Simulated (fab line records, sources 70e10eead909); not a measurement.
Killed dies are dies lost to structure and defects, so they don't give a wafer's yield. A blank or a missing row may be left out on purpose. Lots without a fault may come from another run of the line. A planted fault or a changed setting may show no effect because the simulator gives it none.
A struck lot beside a sound one | flow nand_harc | 14 steps out of a route of 1302
Sound: wafers L192.2, L192.3, L192.6. Struck: wafer L202.2. (L202.3, L202.6 of the same lot were not struck and are left out.) The cause comes at the end.
At each step with rows: each side's tool, then ch and its chambers, then its first start. Under that, the readings that differ: sound wafers | struck wafers | difference of the means | sigmas: that difference in standard deviations of wafers without a fault.
alike: readings whose means differ by less than 2 such deviations, and words and numbers that are the same on both sides. not compared: withheld readings, readings that some wafer has no value for, bounds like >300 that may hide the same value, and numbers for which the record gives no deviation and whose values overlap.
The two part at a step that has a row with sigmas, a row that says differs or no value, or rows on one side only. Numbers that don't overlap but have no deviation are shown without sigmas and don't part them. A reading that every wafer of one side lacks parts them only if that side has two wafers or more.

NHARC_A_CONTACT_ETCH_112: etches the open film in C4F8/O2/Ar, time 190 s, target depth 1850 nm.
  sound on har_cap_etch-02 ch 1, day 24 23:53; struck on har_cap_etch-03 ch 0, day 29 16:07
  not compared: rf_hours_counter_h, run_length_s
then, 3 steps without rows for these wafers: NHARC_A_CONTACT_ETCH_113 (etches the open film in C4F8/O2/Ar, time 190 s, target depth 1850 nm); NHARC_A_CONTACT_ETCH_114 (etches the open film in C4F8/O2/Ar, time 190 s, target depth 1850 nm); NHARC_A_CONTACT_ETCH_115 (etches the open film in C4F8/O2/Ar, time 190 s, target depth 1850 nm).
NHARC_A_CONTACT_ETCH_116: etches the open film in C4F8/O2/Ar, time 190 s, target depth 1850 nm.
  sound on har_cap_etch-02 ch 1, day 25 00:34; struck on har_cap_etch-03 ch 0, day 29 16:49
  not compared: rf_hours_counter_h, run_length_s
NHARC_A_CONTACT_ETCH_117: etches the open film in C4F8/O2/Ar, time 190 s, target depth 1850 nm.
  sound on har_cap_etch-02 ch 1, day 25 00:44; struck on har_cap_etch-03 ch 0, day 29 16:59
  not compared: rf_hours_counter_h, run_length_s
then, 2 steps without rows for these wafers: NHARC_A_CONTACT_ETCH_118 (etches the open film in C4F8/O2/Ar, time 190 s, target depth 1850 nm); NHARC_A_CONTACT_ETCH_119 (etches the open film in C4F8/O2/Ar, time 190 s, target depth 1850 nm).
NHARC_A_CONTACT_ETCH_120: etches the open film in C4F8/O2/Ar, time 190 s, target depth 1850 nm.
  sound on har_cap_etch-02 ch 1, day 25 01:15; struck on har_cap_etch-03 ch 0, day 29 17:29
  not compared: rf_hours_counter_h, run_length_s
then, 2 steps without rows for these wafers: NHARC_A_CONTACT_ETCH_121 (etches the open film in C4F8/O2/Ar, time 190 s, target depth 1850 nm); NHARC_A_CONTACT_ETCH_122 (etches the open film in C4F8/O2/Ar, time 190 s, target depth 1850 nm).
NHARC_A_CONTACT_ETCH_123: etches the open film in C4F8/O2/Ar, time 490 s, target depth 2110 nm.
  sound on har_cap_etch-02 ch 1, day 25 01:46; struck on har_cap_etch-03 ch 0, day 29 18:00
  reading          | sound             | struck | difference | sigmas
  run_length_s (s) | 520.5 520.9 520.8 | 522.3  | +1.6       | +3
  not compared: rf_hours_counter_h
NHARC_A_CONTACT_ETCH_90: etches the open film in CH3F/O2, target depth 40 nm, time 85.7 s.
  sound on rie_diel-13 ch 0,2, day 25 02:45; struck on rie_diel-13 ch 0, day 29 19:00
  reading                | sound                | struck | difference | sigmas
  run_length_s (s)       | 106.6 106.5 106.5    | 72.8   | -33.7      | -89
  throttle_valve_pct (%) | 20.670 20.677 20.678 | 20.654 | -0.021     | -2
  alike: drypump_motor_current_A, o2_flow_sccm, oes_product_au, rf_vpp_V, showerhead_plenum_p_Torr
  not compared: rf_hours_counter_h
then, 1 step without rows for these wafers: NHARC_A_CONTACT_ETCH_96 (etches the open film in C4F6/O2, target depth 20 nm, time 10 s).

WHERE THEY PART
First at NHARC_A_CONTACT_ETCH_123; last, within this record, at NHARC_A_CONTACT_ETCH_90.

WHY: what the simulator had put in
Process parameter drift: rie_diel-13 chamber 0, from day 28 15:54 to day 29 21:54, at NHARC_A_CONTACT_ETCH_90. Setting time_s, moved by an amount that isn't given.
